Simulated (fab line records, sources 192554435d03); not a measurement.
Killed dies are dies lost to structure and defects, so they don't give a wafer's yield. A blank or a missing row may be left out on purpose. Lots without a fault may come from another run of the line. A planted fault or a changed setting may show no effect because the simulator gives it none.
fab line records | flow n5_finfet
record lots=7 wafers=21
route steps=1938 shown TV_OPEN@1890 PASSIVATION@1929
start_h: hours from the record's first day to the start of the lot's first wafer shown | wait_h: hours since the lot's step before | " the same as in the row above | L1.1+2: a row that stands for several wafers | - no value, or no start given | * or withheld: withheld | < > ~ a bound
route shown NAME@n: a module of which the file shows steps, and the number in the route of the first | usual: mean/standard deviation of fault-free wafers | same: alike in all rows | chamber/n: place in a boat | sites: the reading at each site | _std_site: their standard deviation | _edge_site: outer sites' mean less inner sites' | radius_mm: how far each site lies from the wafer's centre | mask NAME#n: copy n | behind: the tool/chamber that last shaped the wafer | hold: why the lot was held/for how many hours/how that ended | device: the transistor (n, p or np) that didn't switch | end of line: the same wafers' tests at the end of the route | a step without rows: its recipe alone | killed: dies lost to structure and defects at the first sort, not the wafer's yield | map: a wafer's dies, x killed, . not, _ none there
set.NAME: the setting as run; set.NAME@STEP: as run at that earlier step | model.NAME: the simulator's own value behind a step, which no gauge read
lots whose settings were changed on purpose; a table a step, a row a wafer
## steps
# step N5_PASSIVATION_ETCH_15
# recipe chemistry=CF4/N2 target=SiCN target_depth_a=750 taper_deg=2 time_s=81.2 ion_energy_ev=150 mask_material=SiNx pressure_mtorr=40 source_w=430 bias_w=70 Ar_flow_sccm=100 cf4_flow_sccm=60 n2_flow_sccm=60
# usual rf_vpp_V=383.2/1.4
# columns lot.wafer tool chamber start_h wait_h set.bias_w rf_vpp_V
L076.1 rie_diel-02 1 - - 70 383.6
L076.5 " 0 " " 81.56 421.4
L076.6 " 1 " " 70 384.3
L080.1 rie_diel-04 0 - - 76.73 406.7
L080.2 " 3 " " 70 382.0
L080.6 " 0 " " 76.73 406.8
L086.3 rie_diel-04 1 - - 70 384.9
L086.4 " 1 " " 70 386.0
L086.5 " 3 " " 62.48 356.2
L091.1 rie_diel-02 3 - - 79.2 415.2
L091.3 " 2 " " 70 385.2
L091.5 " 0 " " 70 382.2
L093.1 rie_diel-01 2 - - 70 381.6
L093.4 " 3 " " 70 381.7
L093.5 " 2 " " 70 382.1
L097.2 rie_diel-02 2 - - 70 385.6
L097.5 " 0 " " 70 382.9
L097.6 " 1 " " 70 384.3
L096.1 rie_diel-04 2 - - 60.48 346.1
L096.5 " 3 " " 60.48 348.4
L096.6 " 0 " " 60.48 349.3
# step N5_PASSIVATION_PASS_ETCH_47
# recipe chemistry=CF4/O2 target=SiNx target_depth_a=7700 time_s=385 ion_energy_ev=100 pressure_mtorr=40 source_w=535 bias_w=49 Ar_flow_sccm=100 cf4_flow_sccm=100 O2_flow_sccm=10
# usual rf_vpp_V=241.3/2.2
# columns lot.wafer tool chamber start_h wait_h set.source_w rf_vpp_V model.etch.depth_nm
L076.1 rie_diel-06 1 336.99 0.0 535 241.7 767.4
L076.5 " 3 " " 614.6 225.0 858.8
L076.6 " 2 " " 535 243.8 765.2
L080.1 rie_diel-03 2 344.07 0.0 535 238.8 761.1
L080.2 " 3 " " 535 242.4 760.6
L080.6 " 1 " " 604.3 230.0 854.6
L086.3 rie_diel-05 3 390.87 0.0 535 240.5 766
L086.4 " 3 " " 494.8 251.1 713.9
L086.5 " 0 " " 535 239.0 756.6
L091.1 rie_diel-06 0 457.37 0.0 487.2 257.0 706.8
L091.3 " 1 " " 535 241.1 758.9
L091.5 " 1 " " 535 242.3 765.9
L093.1 rie_diel-03 3 457.93 0.0 535 239.8 757.5
L093.4 " 0 " " 535 241.2 749.2
L093.5 " 0 " " 535 240.1 751
L097.2 rie_diel-05 1 462.08 0.0 628.3 224.6 898.5
L097.5 " 0 " " 628.3 220.3 876.1
L097.6 " 1 " " 535 242.7 784.3
L096.1 rie_diel-03 3 475.77 0.0 535 240.5 756.9
L096.5 " 2 " " 458.4 258.1 653
L096.6 " 3 " " 458.4 262.4 657
## key
split step=N5_PASSIVATION_ETCH_15 setting=bias_w stated=70 by=wafer
response step=N5_PASSIVATION_ETCH_15 reading=rf_vpp_V change=+2.43 per=1% r=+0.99
split step=N5_PASSIVATION_PASS_ETCH_47 setting=source_w stated=535 by=wafer
response step=N5_PASSIVATION_PASS_ETCH_47 reading=rf_vpp_V change=-1.22 per=1% r=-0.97
response step=N5_PASSIVATION_PASS_ETCH_47 reading=model.etch.depth_nm change=+6.48 per=1% r=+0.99
